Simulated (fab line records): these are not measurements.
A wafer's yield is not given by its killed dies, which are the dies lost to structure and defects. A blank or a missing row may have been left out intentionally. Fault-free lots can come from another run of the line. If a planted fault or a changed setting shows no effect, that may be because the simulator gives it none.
fab line records -- flow nand-harc
record lots=6, wafers=18, last-day=23
route steps=1159 shown P_CONTACT@249 P_M0@253 END@1159
lots untouched by any fault: they come from a run of this same line in which no faults occurred
start-h: the number of hours between the record's first day and the start of the first shown wafer of the lot -- wait-h: hours since the lot's step before -- " as in the row above -- L1.1+2: several wafers, shown together as one row -- - no value present, or no start provided -- * or withheld: withheld -- < > ~ a bound
route shown NAME@n: names a module that has steps shown in the file, with the first one's number in the route -- usual: the fault-free wafers' mean and standard deviation -- same: alike in all rows -- chamber/n: place in a boat -- sites: per-site readings -- _std_site: standard deviation of those values -- _edge_site: inner sites' mean taken away from outer sites' mean -- radius-mm: for every site, how far away it sits from the centre of the wafer -- mask NAME#n: copy n -- behind: tool/chamber where the wafer was last shaped -- hold: what put the lot on hold/how long, in hours/how the hold closed -- device: the transistor (n, p or np) that didn't switch -- end of line: at the end of the route, the tests of the same wafers -- a step given without rows: its recipe and nothing more -- killed: count of dies lost to structure and defects at first sort (not the wafer's yield) -- map: shows each die of a wafer: x if killed, . if not, _ if none is there
set.NAME: setting as actually run; set.NAME@STEP: the setting as run at that earlier step -- model.NAME: the simulator's own value behind a step, which no gauge read
certain route steps with their lots: each step a table, each wafer a row
services: the hour from which a tool's chamber was out of use, counted from the record's first day as start-h (under 0 if before that day), plus the number of hours and why
## steps
# step NHARC_P_CONTACT_CMP_24
# recipe t-overpolish-s=30, target-thk-nm=200
# usual edge-zone-pressure-frac=1.000/0.0049, motor-current-A=12.1/1.1, overpolish-run-s=30.000/0.0088, slurry-filter-dp-kPa=13.50/0.13, time-to-endpoint-s=38/3.9
lot.wafer,tool,chamber,start-h,wait-h,edge-zone-pressure-frac,motor-current-A,overpolish-run-s,slurry-filter-dp-kPa,time-to-endpoint-s
L484.1,cmp-04,1,126.02,0.6,1.008,13.7,29.980,13.35,36
L484.6,cmp-04,2,126.02,0.6,0.997,13.2,29.990,13.73,32
L484.5,cmp-04,3,126.02,0.6,1.012,11.9,30.005,13.46,33
L487.3,cmp-02,3,133.65,0.4,1.006,14.0,30.000,13.55,42
L487.1,cmp-02,0,133.65,0.4,1.000,12.0,29.986,13.52,43
L487.4,cmp-02,1,133.65,0.4,1.006,11.1,30.006,13.54,46
L489.2,cmp-02,1,159.16,0.6,1.007,11.6,29.992,13.44,42
L489.4,cmp-02,2,159.16,0.6,0.990,12.8,30.011,13.65,37
L489.3,cmp-02,0,159.16,0.6,1.001,11.5,29.989,13.64,40
L492.3,cmp-04,1,167.85,0.5,0.993,13.8,29.996,13.78,36
L492.4,cmp-04,2,167.85,0.5,1.005,14.4,30.007,13.51,37
L492.6,cmp-04,0,167.85,0.5,1.000,10.6,30.002,13.29,37
L496.2,cmp-01,3,192.73,0.6,0.991,10.7,30.009,13.43,36
L496.4,cmp-01,2,192.73,0.6,1.003,12.0,29.992,13.51,35
L496.6,cmp-01,3,192.73,0.6,0.993,11.0,29.997,13.59,36
L499.2,cmp-04,3,210.87,0.5,1.000,11.5,29.994,13.53,36
L499.3,cmp-04,2,210.87,0.5,0.999,13.8,30.000,13.58,35
L499.5,cmp-04,3,210.87,0.5,1.004,12.0,29.999,13.29,38
# step NHARC_P_CONTACT_SRD_26
# step NHARC_P_CONTACT_INSPECT_27
# usual raw-defect-count=296/110
lot.wafer,tool,chamber,start-h,wait-h,raw-defect-count
L484.1,defect-inspect-02,-,126.37,0.1,255
L484.5,defect-inspect-02,-,126.37,0.1,359
L484.6,defect-inspect-02,-,126.37,0.1,383
L487.1,defect-inspect-02,-,134.03,0.1,182
L487.3,defect-inspect-02,-,134.03,0.1,171
L487.4,defect-inspect-02,-,134.03,0.1,373
L489.2,defect-inspect-02,-,159.56,0.1,235
L489.3,defect-inspect-02,-,159.56,0.1,303
L489.4,defect-inspect-02,-,159.56,0.1,199
L492.3,defect-inspect-02,-,168.23,0.1,318
L492.4,defect-inspect-02,-,168.23,0.1,309
L492.6,defect-inspect-02,-,168.23,0.1,342
L496.2,defect-inspect-01,-,193.14,0.1,243
L496.4,defect-inspect-01,-,193.14,0.1,246
L496.6,defect-inspect-01,-,193.14,0.1,294
L499.2,defect-inspect-01,-,211.27,0.1,297
L499.3,defect-inspect-01,-,211.27,0.1,280
L499.5,defect-inspect-01,-,211.27,0.1,292
# step NHARC_P_M0_DEP_00
# recipe target-thk-a=1500, target-thk-nm=150, temp-c=withheld, pressure-torr=5, flow-sccm=200, rf-w=600, material=SiOC
# step NHARC_P_M0_DEHYDRATE_01
# recipe temp-c=150, time-s=120
# step NHARC_P_M0_HMDS_02
# recipe time-s=30
# step NHARC_P_M0_COAT_33
# recipe temp-c=200, time-s=65
# step NHARC_P_M0_COAT_03
# recipe spin-rpm=1500, resist-thk-nm=90
# step NHARC_P_M0_SOFTBAKE_04
# recipe temp-c=105, time-s=55
# step NHARC_P_M0_EBR_05
# step NHARC_P_M0_EXPOSE_06
# recipe na=1.35, target-cd-nm=90, dose-mj=81.28, mask-id=P_M0
# step NHARC_P_M0_PEB_07
# recipe peb-temp-c=100, peb-time-s=65
lot.wafer,tool,chamber,start-h,wait-h
L484.1+5+6,litho-track-04,0,127.20,0.1
L487.1+3+4,litho-track-06,0,134.86,0.1
L489.2+3+4,litho-track-04,0,160.38,0.1
L492.3+4+6,litho-track-04,0,169.07,0.0
L496.2+4+6,litho-track-06,0,193.97,0.1
L499.2+3+5,litho-track-06,0,211.98,0.1
# step NHARC_P_M0_DEVELOP_08
# recipe develop-time-s=35, dev-temp-c=23
# step NHARC_P_M0_CD_MEAS_09
# recipe target-cd-nm=90, landing-energy-ev=500
# usual cd-nm=90.2/0.71
lot.wafer,tool,chamber,start-h,wait-h,cd-nm
L484.1,cd-sem-02,0,127.28,-,90.9
L484.5,cd-sem-02,0,127.28,-,90.2
L484.6,cd-sem-02,0,127.28,-,91.2
L487.1,cd-sem-02,0,134.94,-,91.0
L487.3,cd-sem-02,0,134.94,-,90.9
L487.4,cd-sem-02,0,134.94,-,91.3
L489.2,cd-sem-02,0,160.46,-,96.4
L489.3,cd-sem-02,0,160.46,-,95.2
L489.4,cd-sem-02,0,160.46,-,96.4
L492.3,cd-sem-01,0,169.15,-,95.0
L492.4,cd-sem-01,0,169.15,-,96.4
L492.6,cd-sem-01,0,169.15,-,96.1
L496.2,cd-sem-01,0,194.05,-,90.8
L496.4,cd-sem-01,0,194.05,-,91.3
L496.6,cd-sem-01,0,194.05,-,90.8
L499.2,cd-sem-01,0,212.06,-,90.4
L499.3,cd-sem-01,0,212.06,-,91.1
L499.5,cd-sem-01,0,212.06,-,90.8
# step NHARC_P_M0_OVL_MEAS_10
# recipe pitch-nm=180
# usual overlay-x-nm=0.0/0.85, overlay-y-nm=-0.2/0.65
lot.wafer,tool,chamber,start-h,wait-h,overlay-x-nm,overlay-y-nm
L484.1,overlay-01,-,127.36,-,1.0,-1.0
L484.5,overlay-01,-,127.36,-,0.8,-0.6
L484.6,overlay-01,-,127.36,-,1.2,-0.6
L487.1,overlay-01,-,135.02,-,0.1,0.2
L487.3,overlay-01,-,135.02,-,0.7,0.0
L487.4,overlay-01,-,135.02,-,0.6,0.6
L489.2,overlay-01,-,160.54,-,1.6,-0.5
L489.3,overlay-01,-,160.54,-,1.1,0.0
L489.4,overlay-01,-,160.54,-,1.7,-0.2
L492.3,overlay-02,-,169.24,-,0.5,-0.6
L492.4,overlay-02,-,169.24,-,0.1,-0.4
L492.6,overlay-02,-,169.24,-,-0.2,-0.9
L496.2,overlay-01,-,194.14,-,-0.9,-0.7
L496.4,overlay-01,-,194.14,-,-1.1,-1.4
L496.6,overlay-01,-,194.14,-,-0.7,-1.7
L499.2,overlay-01,-,212.15,-,-1.8,0.6
L499.3,overlay-01,-,212.15,-,-1.5,1.1
L499.5,overlay-01,-,212.15,-,-1.6,1.2
# step NHARC_P_M0_INSPECT_11
# usual raw-defect-count=3.9/2.4
lot.wafer,tool,chamber,start-h,wait-h,raw-defect-count
L484.1,defect-inspect-01,-,127.40,0.0,3
L484.5,defect-inspect-01,-,127.40,0.0,3
L484.6,defect-inspect-01,-,127.40,0.0,2
L487.1,defect-inspect-01,-,135.06,0.0,3
L487.3,defect-inspect-01,-,135.06,0.0,5
L487.4,defect-inspect-01,-,135.06,0.0,4
L489.2,defect-inspect-01,-,160.58,0.0,5
L489.3,defect-inspect-01,-,160.58,0.0,10
L489.4,defect-inspect-01,-,160.58,0.0,4
L492.3,defect-inspect-01,-,169.27,0.0,4
L492.4,defect-inspect-01,-,169.27,0.0,5
L492.6,defect-inspect-01,-,169.27,0.0,5
L496.2,defect-inspect-01,-,194.17,0.0,0
L496.4,defect-inspect-01,-,194.17,0.0,4
L496.6,defect-inspect-01,-,194.17,0.0,6
L499.2,defect-inspect-02,-,212.19,0.0,11
L499.3,defect-inspect-02,-,212.19,0.0,5
L499.5,defect-inspect-02,-,212.19,0.0,5
# step NHARC_P_M0_DESCUM_14
# recipe time-s=3, o2-flow-sccm=200, ar-flow-sccm=0, bias-power-w=0, chemistry=O2
# usual drypump-motor-current-A=5.69/0.22, oes-product-au=0.994/0.0087, rf-vpp-V=57.9/0.84, showerhead-plenum-p-Torr=1.93/0.081, throttle-valve-pct=11.312/0.0097
lot.wafer,tool,chamber,start-h,wait-h,drypump-motor-current-A,oes-product-au,rf-hours-counter-h,rf-vpp-V,showerhead-plenum-p-Torr,throttle-valve-pct,model.P_M0.cd-nm
L484.1,rie-diel-04,3,127.46,0.1,5.70,0.987,0,57.7,2.04,11.322,90.05
L484.5,rie-diel-04,3,127.46,0.1,5.68,0.992,-,58.7,2.04,11.321,89.44
L484.6,rie-diel-04,0,127.46,0.1,5.65,0.994,-,59.1,2.01,11.329,89.85
L487.4,rie-diel-13,3,135.12,0.1,6.05,0.995,1,56.6,1.90,11.319,90.62
L487.1,rie-diel-13,0,135.12,0.1,5.85,0.981,1,56.5,1.96,11.290,92.05
L487.3,rie-diel-13,1,135.12,0.1,5.62,1.000,1,59.7,1.89,11.315,90.31
L489.4,rie-diel-13,3,160.65,0.1,6.01,1.014,3,57.8,1.90,11.313,95.8
L489.3,rie-diel-13,0,160.65,0.1,5.86,0.990,3,58.7,1.96,11.318,95.52
L489.2,rie-diel-13,1,160.65,0.1,5.61,0.999,3,58.7,1.89,11.304,95.73
L492.3,rie-diel-09,2,169.34,0.1,6.05,1.012,6,58.5,2.00,11.291,94.34
L492.4,rie-diel-09,3,169.34,0.1,5.84,0.997,6,57.3,1.95,11.316,96.65
L492.6,rie-diel-09,2,169.34,0.1,6.01,0.988,-,59.5,2.00,11.300,95.43
L496.2,rie-diel-13,1,194.24,0.1,5.62,1.006,5,57.8,1.89,11.311,90.88
L496.4,rie-diel-13,0,194.24,0.1,5.83,1.000,4,57.2,1.96,11.314,92.29
L496.6,rie-diel-13,2,194.24,0.1,5.44,0.996,-,57.7,1.99,11.307,90
L499.2,rie-diel-09,0,212.25,0.1,5.53,0.997,9,58.3,1.80,11.314,90.94
L499.3,rie-diel-09,1,212.25,0.1,5.76,1.008,9,57.5,1.99,11.314,91.49
L499.5,rie-diel-09,1,212.25,0.1,5.78,1.001,-,57.2,1.99,11.312,91.41
# step NHARC_P_M0_ETCH_34
# recipe target-depth-a=400, overetch-a=120, time-s=43.94, ion-energy-ev=200, n2-flow-sccm=150, h2-flow-sccm=150, ar-flow-sccm=0, rf-w=400, bias-w=150, chemistry=N2/H2
# usual drypump-motor-current-A=5.70/0.23, oes-product-au=0.992/0.0081, rf-vpp-V=431.2/2.4, showerhead-plenum-p-Torr=2.07/0.085, throttle-valve-pct=14.172/0.0089
lot.wafer,tool,chamber,start-h,wait-h,drypump-motor-current-A,oes-product-au,rf-hours-counter-h,rf-vpp-V,showerhead-plenum-p-Torr,throttle-valve-pct
L484.1,rie-diel-04,0,127.56,0.1,5.64,0.992,0,432.4,2.14,14.160
L484.6,rie-diel-04,2,127.56,0.1,5.24,0.986,-,431.0,2.02,14.168
L484.5,rie-diel-04,3,127.56,0.1,5.69,0.984,-,433.1,2.18,14.161
L487.1,rie-diel-13,0,135.21,0.1,5.86,0.985,1,433.2,2.09,14.159
L487.3,rie-diel-13,1,135.21,0.1,5.60,1.003,1,429.6,2.02,14.181
L487.4,rie-diel-13,3,135.21,0.1,6.02,1.000,1,428.9,2.02,14.184
L489.4,rie-diel-13,1,160.73,0.1,5.62,0.985,3,430.6,2.02,14.161
L489.2,rie-diel-13,2,160.73,0.1,5.40,0.984,3,433.4,2.12,14.159
L489.3,rie-diel-13,0,160.73,0.1,5.85,0.985,3,431.7,2.09,14.165
L492.4,rie-diel-09,3,169.43,0.1,5.79,0.986,6,430.2,2.08,14.186
L492.3,rie-diel-09,2,169.43,0.1,6.08,0.983,6,432.7,2.14,14.166
L492.6,rie-diel-09,3,169.43,0.1,5.80,0.984,-,432.8,2.08,14.181
L496.4,rie-diel-13,2,194.33,0.1,5.41,0.972,5,432.7,2.12,14.166
L496.2,rie-diel-13,3,194.33,0.1,6.03,0.989,5,430.0,2.02,14.162
L496.6,rie-diel-13,2,194.33,0.1,5.38,0.997,-,433.7,2.12,14.163
L499.2,rie-diel-09,2,212.34,0.1,6.07,0.986,10,433.7,2.14,14.172
L499.3,rie-diel-09,3,212.34,0.1,5.83,0.986,9,431.5,2.08,14.176
L499.5,rie-diel-09,2,212.34,0.1,6.04,0.974,-,433.4,2.14,14.159
# step NHARC_P_M0_ETCH_15
# recipe target-depth-a=1500, overetch-a=150, time-s=82.5, c4f8-flow-sccm=withheld, ar-flow-sccm=400, rf-w=600, bias-w=300, chemistry=C4F8/Ar
# usual oes-product-au=0.946/0.023, rf-vpp-V=441.6/2.5
lot.wafer,tool,chamber,start-h,wait-h,oes-product-au,rf-hours-counter-h,rf-vpp-V,model.P_M0.cd-nm
L484.1,rie-diel-04,3,-,-,0.960,0,444.0,89.57
L484.6,rie-diel-04,3,-,-,0.953,-,444.3,89.95
L484.5,rie-diel-04,0,-,-,0.959,-,444.5,89.92
L487.4,rie-diel-13,2,-,-,0.975,1,444.8,90.79
L487.3,rie-diel-13,3,-,-,0.962,1,441.1,90.55
L487.1,rie-diel-13,1,-,-,0.989,1,440.2,91.93
L489.3,rie-diel-13,1,-,-,0.950,3,440.5,95.2
L489.4,rie-diel-13,3,-,-,0.955,3,440.6,96.17
L489.2,rie-diel-13,0,-,-,0.946,3,441.6,95.55
L492.4,rie-diel-09,1,-,-,0.980,6,442.7,95.09
L492.3,rie-diel-09,2,-,-,0.947,6,444.5,94.28
L492.6,rie-diel-09,1,-,-,0.984,-,442.6,94.22
L496.2,rie-diel-13,3,-,-,0.974,5,440.3,91.4
L496.4,rie-diel-13,1,-,-,0.967,5,441.2,92.22
L496.6,rie-diel-13,3,-,-,0.974,-,439.4,90
L499.3,rie-diel-09,1,-,-,0.962,9,443.0,90.53
L499.2,rie-diel-09,2,-,-,0.950,10,443.1,90.96
L499.5,rie-diel-09,0,-,-,0.968,-,436.6,91.37
# step NHARC_P_M0_CD_MEAS_16
# usual cd-nm=89.9/1
lot.wafer,tool,chamber,start-h,wait-h,cd-nm
L484.1,cd-sem-01,-,127.76,-,89.6
L484.5,cd-sem-01,-,127.76,-,90.1
L484.6,cd-sem-01,-,127.76,-,89.9
L487.1,cd-sem-03,-,135.43,-,92.0
L487.3,cd-sem-03,-,135.43,-,90.6
L487.4,cd-sem-03,-,135.43,-,90.7
L489.2,cd-sem-03,-,160.94,-,95.9
L489.3,cd-sem-03,-,160.94,-,95.1
L489.4,cd-sem-03,-,160.94,-,96.3
L492.3,cd-sem-01,-,169.65,-,94.2
L492.4,cd-sem-01,-,169.65,-,94.9
L492.6,cd-sem-01,-,169.65,-,94.3
L496.2,cd-sem-02,-,194.54,-,91.6
L496.4,cd-sem-02,-,194.54,-,92.2
L496.6,cd-sem-02,-,194.54,-,89.9
L499.2,cd-sem-03,-,212.55,-,90.8
L499.3,cd-sem-03,-,212.55,-,90.6
L499.5,cd-sem-03,-,212.55,-,91.5
# step NHARC_P_M0_STRIP_18
# recipe power-w=1000, n2-flow-sccm=150, h2-flow-sccm=150, ar-flow-sccm=0, bias-w=0, chemistry=N2/H2
# usual drypump-motor-current-A=5.69/0.22, oes-product-au=0.992/0.0094, rf-vpp-V=90.8/1, showerhead-plenum-p-Torr=2.06/0.092, throttle-valve-pct=14.171/0.0092
lot.wafer,tool,chamber,start-h,wait-h,drypump-motor-current-A,oes-product-au,rf-hours-counter-h,rf-vpp-V,showerhead-plenum-p-Torr,throttle-valve-pct
L484.1,rie-diel-13,3,127.86,0.1,6.02,1.004,0.6,91.0,2.02,14.187
L484.5,rie-diel-13,2,127.86,0.1,5.35,1.001,-,92.3,2.12,14.175
L484.6,rie-diel-13,3,127.86,0.1,6.01,0.998,-,90.7,2.02,14.167
L487.3,rie-diel-04,3,135.51,0.1,5.71,0.994,1.5,91.8,2.18,14.178
L487.1,rie-diel-04,0,135.51,0.1,5.65,0.983,1.6,91.7,2.14,14.167
L487.4,rie-diel-04,0,135.51,0.1,5.65,0.990,-,90.9,2.14,14.165
L489.4,rie-diel-09,1,161.04,0.1,5.74,1.007,5.6,92.4,2.13,14.180
L489.2,rie-diel-09,2,161.04,0.1,6.08,1.005,6.1,91.9,2.14,14.169
L489.3,rie-diel-09,3,161.04,0.1,5.80,0.995,5.7,88.2,2.08,14.169
L492.3,rie-diel-09,0,169.74,0.1,5.50,1.000,5.4,90.7,1.92,14.171
L492.4,rie-diel-09,1,169.74,0.1,5.79,1.001,5.9,90.4,2.13,14.188
L492.6,rie-diel-09,0,169.74,0.1,5.51,1.000,-,89.3,1.92,14.166
L496.2,rie-diel-04,1,194.61,0.1,5.69,0.992,5.1,90.0,1.90,14.159
L496.6,rie-diel-04,1,194.61,0.1,5.69,0.994,-,89.7,1.90,14.182
L496.4,rie-diel-04,3,194.61,0.1,5.68,0.987,-,91.1,2.18,14.161
L499.2,rie-diel-04,2,212.65,0.1,5.23,0.981,4.0,90.3,2.02,14.178
L499.3,rie-diel-04,3,212.65,0.1,5.68,1.000,6.4,92.0,2.18,14.182
L499.5,rie-diel-04,1,212.65,0.1,5.70,0.999,-,89.5,1.90,14.175
# step NHARC_END_SORT_01
# recipe temp-c=25
# usual defect-limited-yield=95.5/1.4, killed-at-array=26/9.1, killed-at-other=0.7/0.9, killed-at-periphery=3.6/2.8, killed-dies=30/9.2, killed-open=3.0/1.9, killed-short=2.0/1.4, sort_bin_2_pct=1.4/0.6, sort_bin_3_pct=0.23/0.17, sort_bin_4_pct=2.8/0.92, sort-n-pass=647/9.2, sort-rim-yield-pct=95.9/2.1, sort-yield-pct=95.5/1.4
# same gross-dies=677, sort_bin_5_pct[%]=0, sort_bin_6_pct[%]=0, sort_bin_7_pct[%]=0, sort_bin_8_pct[%]=0, sort-rim-n-gross=106.00
lot.wafer,tool,chamber,start-h,wait-h,defect-limited-yield[%],killed-at-array,killed-at-other,killed-at-periphery,killed-dies,killed-open,killed-short,sort_bin_2_pct[%],sort_bin_3_pct[%],sort_bin_4_pct[%],sort-n-pass,sort-rim-yield-pct[%],sort-yield-pct[%]
L484.1,prober-01,0,444.54,2.5,95.9,23,1,4,28,2,2,1.2,0.30,2.7,649,97.2,95.9
L484.5,prober-01,0,447.74,3.7,95.1,27,1,5,33,2,4,1.8,0,3.1,644,94.3,95.1
L484.6,prober-01,0,448.54,4.0,95.7,25,0,4,29,4,2,1.3,0.30,2.7,648,97.2,95.7
L489.2,prober-01,0,482.53,2.8,97.0,16,0,4,20,2,2,0.9,0.15,1.9,657,97.2,97.0
L489.3,prober-01,0,483.32,3.1,97.0,10,3,7,20,2,1,0.9,0.15,1.9,657,95.3,97.0
L489.4,prober-01,0,484.10,3.4,97.2,17,1,1,19,3,1,1.0,0.30,1.5,658,98.1,97.2
L499.2,prober-01,0,554.74,2.8,94.7,24,4,8,36,4,2,2.4,0.30,2.7,641,96.2,94.7
L499.3,prober-01,0,555.53,3.1,92.9,33,1,14,48,2,4,2.1,0.15,4.9,629,91.5,92.9
L499.5,prober-01,0,557.12,3.7,94.4,28,0,10,38,2,2,1.6,0.30,3.7,639,96.2,94.4
# killed by level:class
L484.1 A_CHANNEL_HOLE_D1:chamber-film-flake=11 P_M0:chamber-film-flake=3 A_WL_FILL:chamber-film-flake=3 A_STAIRCASE:chamber-film-flake=2 A_CONTACT:chamber-film-flake=2 A_CHANNEL_FILL_D1:geometric-particle:open=1 A_SGD_CUT:geometric-particle:short=1 A_CONTACT:geometric-particle:short=1
L484.5 A_CHANNEL_HOLE_D1:chamber-film-flake=12 A_STAIRCASE:chamber-film-flake=7 A_WL_FILL:chamber-film-flake=3 P_M0:chamber-film-flake=2 P_CONTACT:geometric-particle:open=1 P_M0:geometric-particle:short=1 A_CHANNEL_FILL_D1:geometric-particle:open=1 A_SGD_CUT:geometric-particle:short=1
L484.6 A_CHANNEL_HOLE_D1:chamber-film-flake=8 A_WL_FILL:chamber-film-flake=6 A_CONTACT:chamber-film-flake=5 P_M0:chamber-film-flake=2 P_CONTACT:geometric-particle:open=1 P_M0:geometric-particle:open=1 A_ONON_D1:geometric-particle:open=1 A_ONON_D1:geometric-particle:short=1
L489.2 A_STAIRCASE:chamber-film-flake=6 A_CHANNEL_HOLE_D1:chamber-film-flake=5 P_STI:chamber-film-flake=2 A_CONTACT:chamber-film-flake=2 P_CONTACT:geometric-particle:short=1 P_CONTACT:geometric-particle:open=1 A_SOURCE_PLATE:geometric-particle:short=1 A_ONON_D1:geometric-particle:open=1
L489.3 A_CONTACT:chamber-film-flake=5 P_STI:chamber-film-flake=4 THIN_TSV:chamber-film-flake=3 A_CHANNEL_HOLE_D1:chamber-film-flake=2 P_CONTACT:geometric-particle:open=1 A_SOURCE_PLATE:geometric-particle:short=1 A_CONTACT:geometric-particle:open=1 P_GATE:chamber-film-flake=1
L489.4 A_CHANNEL_HOLE_D1:chamber-film-flake=5 A_STAIRCASE:chamber-film-flake=5 A_ONON_D1:geometric-particle:open=1 A_CHANNEL_FILL_D1:geometric-particle:open=1 A_CONTACT:geometric-particle:short=1 A_CONTACT:geometric-particle:open=1 P_GATE:chamber-film-flake=1 A_CHANNEL_FILL_D1:chamber-film-flake=1
L499.2 A_SLIT:chamber-film-flake=10 P_ZERO_WELL:chamber-film-flake=6 A_CONTACT:chamber-film-flake=4 A_CHANNEL_FILL_D1:chamber-film-flake=3 THIN_TSV:chamber-film-flake=3 A_CHANNEL_HOLE_D1:chamber-film-flake=2 P_M2:geometric-particle:short=1 A_ONON_D1:geometric-particle:short=1
L499.3 A_SLIT:chamber-film-flake=17 A_CHANNEL_HOLE_D1:chamber-film-flake=7 P_BONDPAD:chamber-film-flake=6 P_M1:chamber-film-flake=4 P_ZERO_WELL:chamber-film-flake=3 A_CONTACT:chamber-film-flake=3 P_GATE:geometric-particle:short=1 A_CHANNEL_HOLE_D1:geometric-particle:short=1
L499.5 A_SLIT:chamber-film-flake=12 A_CHANNEL_HOLE_D1:chamber-film-flake=6 P_BONDPAD:chamber-film-flake=5 P_ZERO_WELL:chamber-film-flake=4 A_CONTACT:chamber-film-flake=3 A_CONTACT:geometric-particle:open=2 A_WL_FILL:chamber-film-flake=2 P_M0:geometric-particle:short=1
## services
tool,chamber,start-h,hours,kind
cmp-04,-,105.00,4.0,pm
rie-diel-13,0,108.00,-,clean
rie-diel-13,1,108.00,-,clean
rie-diel-13,2,108.00,-,clean
rie-diel-13,3,108.00,-,clean
rie-diel-04,-,111.90,9.0,pm
litho-track-06,-,117.00,7.0,pm
cmp-04,-,125.14,0.7,repair
cmp-02,-,128.50,4.0,pm
rie-diel-04,2,129.05,7.1,repair
rie-diel-04,-,138.29,0.2,repair
litho-track-04,-,141.00,7.0,pm
cmp-04,-,141.47,1.0,repair
cmp-02,-,146.67,3.4,repair
cmp-04,-,148.04,2.2,repair
cmp-01,-,165.91,3.8,repair
cmp-01,-,179.50,4.0,pm
cmp-01,-,188.82,0.6,repair
rie-diel-04,0,190.48,6.1,repair
cmp-02,-,194.50,3.3,repair
cmp-04,-,201.08,4.0,repair
rie-diel-04,3,203.45,3.0,repair
cmp-04,-,212.70,1.4,repair
cmp-02,-,212.70,0.6,repair
## key
first-sign step=NHARC_P_M0_CD_MEAS_09, reading=cd-nm, direction=up, sigmas=8, usual=90.2, struck=95.9
effect step=NHARC_P_M0_CD_MEAS_16, reading=cd-nm, direction=up, sigmas=5.1, usual=89.9, struck=95.1
model-effect step=NHARC_P_M0_DESCUM_14, value=P_M0.cd-nm, without=90.3, struck=95.58
model-effect step=NHARC_P_M0_ETCH_15, value=P_M0.cd-nm, without=89.8, struck=95.08
met-at NHARC_P_M0_PEB_07
struck-wafers L489.2,L489.3,L489.4,L492.3,L492.4,L492.6
onset-between 127.20 160.38
fault kind=process-parameter-drift, tool=litho-track-04, chamber=-, onset-h=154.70, steps=NHARC_P_M0_PEB_07, channel=peb-time-s, offset=*, shape=step, end-h=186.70, acts-in=*, stated=*
